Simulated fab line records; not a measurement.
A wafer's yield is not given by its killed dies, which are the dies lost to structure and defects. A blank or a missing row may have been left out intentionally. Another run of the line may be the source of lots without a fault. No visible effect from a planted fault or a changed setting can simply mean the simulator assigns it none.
Chamber matching || flow n5 finfet || N5_FIN_CUT_CUT_ETCH_26 on rie diel-04 has 4 sister chambers
The step etches SiNx in CH3F/O2, target depth 39 nm, time 55.7 s. 4 wafers are shown with their chamber, then 11 later ones without.

WAFERS PAIRED WITH THEIR CHAMBERS
{"wafer": "L085.6", "chamber": 2, "drypump motor current A (A)": 6.1}
{"wafer": "L089.3", "chamber": 0, "drypump motor current A (A)": 5.3}
{"wafer": "L089.5", "chamber": 1, "drypump motor current A (A)": 5.4}
{"wafer": "L090.3", "chamber": 3, "drypump motor current A (A)": 6.8}

WAFERS WITH NO CHAMBER GIVEN
{"wafer": "L090.4", "drypump motor current A (A)": 5.3}
{"wafer": "L090.5", "drypump motor current A (A)": 5.4}
{"wafer": "L092.2", "drypump motor current A (A)": 5.4}
{"wafer": "L092.3", "drypump motor current A (A)": 6.8}
{"wafer": "L092.5", "drypump motor current A (A)": 5.4}
{"wafer": "L093.1", "drypump motor current A (A)": 5.4}
{"wafer": "L093.4", "drypump motor current A (A)": 5.4}
{"wafer": "L093.6", "drypump motor current A (A)": 6.7}
{"wafer": "L097.2", "drypump motor current A (A)": 6.1}
{"wafer": "L097.3", "drypump motor current A (A)": 6.7}
{"wafer": "L097.4", "drypump motor current A (A)": 5.4}

WHICH CHAMBER EACH ONE RAN IN
{"wafer": "L090.4", "from the rows above": 0, "in truth": 0}
{"wafer": "L090.5", "from the rows above": 1, "in truth": 1}
{"wafer": "L092.2", "from the rows above": 1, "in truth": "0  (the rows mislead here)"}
{"wafer": "L092.3", "from the rows above": 3, "in truth": 3}
{"wafer": "L092.5", "from the rows above": 1, "in truth": 1}
{"wafer": "L093.1", "from the rows above": 1, "in truth": 1}
{"wafer": "L093.4", "from the rows above": 1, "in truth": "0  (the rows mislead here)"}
{"wafer": "L093.6", "from the rows above": 3, "in truth": 3}
{"wafer": "L097.2", "from the rows above": 2, "in truth": 2}
{"wafer": "L097.3", "from the rows above": 3, "in truth": 3}
{"wafer": "L097.4", "from the rows above": 1, "in truth": 1}
Correctly placed: 9 of 11. Can't be placed from these rows: 0. Number placed wrongly: 2.
How it was worked out, from the rows above alone: a wafer's distance from a chamber is the root of the sum, over the readings, of the square of ((its reading less the chamber's mean) divided by the reading's scatter). The wafer belongs to the nearest chamber; if the next one is less than 2 further off, it can't be placed. Each chamber's mean is taken over the wafers shown for it. The scatter (one wafer shown for each chamber): square how far every hidden wafer sits from the nearest shown wafer, average those squares and take the square root.
